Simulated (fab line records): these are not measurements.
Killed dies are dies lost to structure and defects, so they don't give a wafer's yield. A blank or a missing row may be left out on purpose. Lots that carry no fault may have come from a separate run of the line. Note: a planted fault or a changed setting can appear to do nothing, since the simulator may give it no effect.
Split-lot experiment || flow n5_finfet || 21 wafers read from 7 lots, route of 1938 steps

ON THE SPLIT
At N5_BEOL_M6_DEP_56 (deposits SiCN from 3MS/NH3, target thk 10 nm, time 17.5 s), the setting time_s was moved away from the recipe's 17.5 s on 9 of the 21 wafers read, by -11.3% to +13.5%. For the rest of the wafers, this setting stayed at what the recipe calls for.

The split's own step is where the reading is taken.

THE READING
SiCN_of_BEOL_M6_DEP_56.thk_nm (the simulator's own value, which no gauge read), in nm, at N5_BEOL_M6_DEP_56 (deposits SiCN from 3MS/NH3, target thk 10 nm, time 17.5 s). The file gives no usual value for it. The 12 wafers here that ran the recipe average 10.1 nm, standard deviation 0.15 nm.

{"wafer": "L075.3", "tool, chamber at the split": "pecvd-04, 0,2", "time_s as run, s": 15.52, "against the recipe": "-11.3%", "SiCN_of_BEOL_M6_DEP_56.thk_nm, nm": 9, "against lot-mates on the recipe": -1.0}
{"wafer": "L075.4", "tool, chamber at the split": "pecvd-04, 0,2", "time_s as run, s": 15.52, "against the recipe": "-11.3%", "SiCN_of_BEOL_M6_DEP_56.thk_nm, nm": 9, "against lot-mates on the recipe": -1.0}
{"wafer": "L075.6", "tool, chamber at the split": "pecvd-04, 1", "time_s as run, s": 17.5, "against the recipe": "recipe", "SiCN_of_BEOL_M6_DEP_56.thk_nm, nm": 10, "against lot-mates on the recipe": "-"}
{"wafer": "L081.2", "tool, chamber at the split": "pecvd-02, 2", "time_s as run, s": 19.66, "against the recipe": "+12.3%", "SiCN_of_BEOL_M6_DEP_56.thk_nm, nm": 11.2, "against lot-mates on the recipe": "+1.2"}
{"wafer": "L081.3", "tool, chamber at the split": "pecvd-02, 0", "time_s as run, s": 17.5, "against the recipe": "recipe", "SiCN_of_BEOL_M6_DEP_56.thk_nm, nm": 10, "against lot-mates on the recipe": "-"}
{"wafer": "L081.4", "tool, chamber at the split": "pecvd-02, 0", "time_s as run, s": 17.5, "against the recipe": "recipe", "SiCN_of_BEOL_M6_DEP_56.thk_nm, nm": 10, "against lot-mates on the recipe": "-"}
{"wafer": "L083.2", "tool, chamber at the split": "pecvd-03, 1", "time_s as run, s": 19.86, "against the recipe": "+13.5%", "SiCN_of_BEOL_M6_DEP_56.thk_nm, nm": 11.6, "against lot-mates on the recipe": "no lot-mate on the recipe"}
{"wafer": "L083.5", "tool, chamber at the split": "pecvd-03, 1", "time_s as run, s": 19.86, "against the recipe": "+13.5%", "SiCN_of_BEOL_M6_DEP_56.thk_nm, nm": 11.6, "against lot-mates on the recipe": "no lot-mate on the recipe"}
{"wafer": "L083.3", "tool, chamber at the split": "pecvd-03, 1", "time_s as run, s": 19.86, "against the recipe": "+13.5%", "SiCN_of_BEOL_M6_DEP_56.thk_nm, nm": 11.4, "against lot-mates on the recipe": "no lot-mate on the recipe"}
{"wafer": "L087.1", "tool, chamber at the split": "pecvd-02, 0", "time_s as run, s": 17.5, "against the recipe": "recipe", "SiCN_of_BEOL_M6_DEP_56.thk_nm, nm": 10.2, "against lot-mates on the recipe": "-"}
{"wafer": "L087.2", "tool, chamber at the split": "pecvd-02, 2", "time_s as run, s": 17.5, "against the recipe": "recipe", "SiCN_of_BEOL_M6_DEP_56.thk_nm, nm": 10, "against lot-mates on the recipe": "-"}
{"wafer": "L087.5", "tool, chamber at the split": "pecvd-02, 0", "time_s as run, s": 17.5, "against the recipe": "recipe", "SiCN_of_BEOL_M6_DEP_56.thk_nm, nm": 10.4, "against lot-mates on the recipe": "-"}
{"wafer": "L089.2", "tool, chamber at the split": "pecvd-03, 2,1", "time_s as run, s": 17.5, "against the recipe": "recipe", "SiCN_of_BEOL_M6_DEP_56.thk_nm, nm": 10, "against lot-mates on the recipe": "-"}
{"wafer": "L089.3", "tool, chamber at the split": "pecvd-03, 2,1", "time_s as run, s": 17.5, "against the recipe": "recipe", "SiCN_of_BEOL_M6_DEP_56.thk_nm, nm": 10, "against lot-mates on the recipe": "-"}
{"wafer": "L089.4", "tool, chamber at the split": "pecvd-03, 1", "time_s as run, s": 19.16, "against the recipe": "+9.5%", "SiCN_of_BEOL_M6_DEP_56.thk_nm, nm": 11, "against lot-mates on the recipe": "+1.0"}
{"wafer": "L091.3", "tool, chamber at the split": "pecvd-02, 2", "time_s as run, s": 17.5, "against the recipe": "recipe", "SiCN_of_BEOL_M6_DEP_56.thk_nm, nm": 9.8, "against lot-mates on the recipe": "-"}
{"wafer": "L091.5", "tool, chamber at the split": "pecvd-02, 2,0", "time_s as run, s": 17.5, "against the recipe": "recipe", "SiCN_of_BEOL_M6_DEP_56.thk_nm, nm": 10.2, "against lot-mates on the recipe": "-"}
{"wafer": "L091.6", "tool, chamber at the split": "pecvd-02, 2,0", "time_s as run, s": 17.5, "against the recipe": "recipe", "SiCN_of_BEOL_M6_DEP_56.thk_nm, nm": 10.2, "against lot-mates on the recipe": "-"}
{"wafer": "L097.3", "tool, chamber at the split": "pecvd-02, 1,2", "time_s as run, s": 16.44, "against the recipe": "-6.1%", "SiCN_of_BEOL_M6_DEP_56.thk_nm, nm": 9.6, "against lot-mates on the recipe": -0.6}
{"wafer": "L097.5", "tool, chamber at the split": "pecvd-02, 1,2", "time_s as run, s": 16.44, "against the recipe": "-6.1%", "SiCN_of_BEOL_M6_DEP_56.thk_nm, nm": 9.6, "against lot-mates on the recipe": -0.6}
{"wafer": "L097.4", "tool, chamber at the split": "pecvd-02, 1", "time_s as run, s": 17.5, "against the recipe": "recipe", "SiCN_of_BEOL_M6_DEP_56.thk_nm, nm": 10.2, "against lot-mates on the recipe": "-"}
When a row names more than one chamber, that row covers several wafers, and the file does not tell which wafer ran in which chamber.

THE FIT
A straight line over all 21 wafers: SiCN_of_BEOL_M6_DEP_56.thk_nm changes by +0.0992 nm for each +1% of time_s; r = +0.98; the points scatter about the line by 0.14 nm.
The same after taking each lot's own level away (the mean of its wafers on the recipe; 18 wafers): +0.0951 nm for each +1%; r = +0.98; scatter 0.11 nm.
According to that fit, moving time_s by its largest amount changes the reading by 1.3 nm.
The lots' own levels span 10.00 to 10.20 nm, that is 1.3 times the standard deviation above.
The two slopes agree, so the slope changes little with the lot-to-lot level.
Check: for one of the wafers moved furthest among these (+12.3%), held out of the fit, the line's prediction against its lot-mates is +1.18 nm. It came out at +1.2 nm against them.

OTHER SPLITS APPLIED TO THESE WAFERS
Note: prior to the reading, these wafers also went through further splits. Each is held against what the fit with the lots' levels taken away leaves over:
{"other split on the same wafers": "N5_BEOL_M4_DESCUM_33 time_s", "wafers away from the commonest value": 9, "r with SiCN_of_BEOL_M6_DEP_56.thk_nm (lot level and that fit taken away)": -0.18}
{"other split on the same wafers": "N5_BEOL_M4_TRENCH_ETCH_37 time_s", "wafers away from the commonest value": 4, "r with SiCN_of_BEOL_M6_DEP_56.thk_nm (lot level and that fit taken away)": -0.26}
{"other split on the same wafers": "N5_BEOL_M5_ETCH_68 time_s", "wafers away from the commonest value": 7, "r with SiCN_of_BEOL_M6_DEP_56.thk_nm (lot level and that fit taken away)": "+0.01"}
{"other split on the same wafers": "N5_BEOL_M5_TRENCH_ETCH_37 bias_w", "wafers away from the commonest value": 6, "r with SiCN_of_BEOL_M6_DEP_56.thk_nm (lot level and that fit taken away)": -0.20}
{"other split on the same wafers": "N5_BEOL_M6_ETCH_66 bias_w", "wafers away from the commonest value": 6, "r with SiCN_of_BEOL_M6_DEP_56.thk_nm (lot level and that fit taken away)": -0.14}

THE FILE'S OWN FIT
SiCN_of_BEOL_M6_DEP_56.thk_nm changes by +0.0964 nm for each +1% of time_s, r = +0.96.
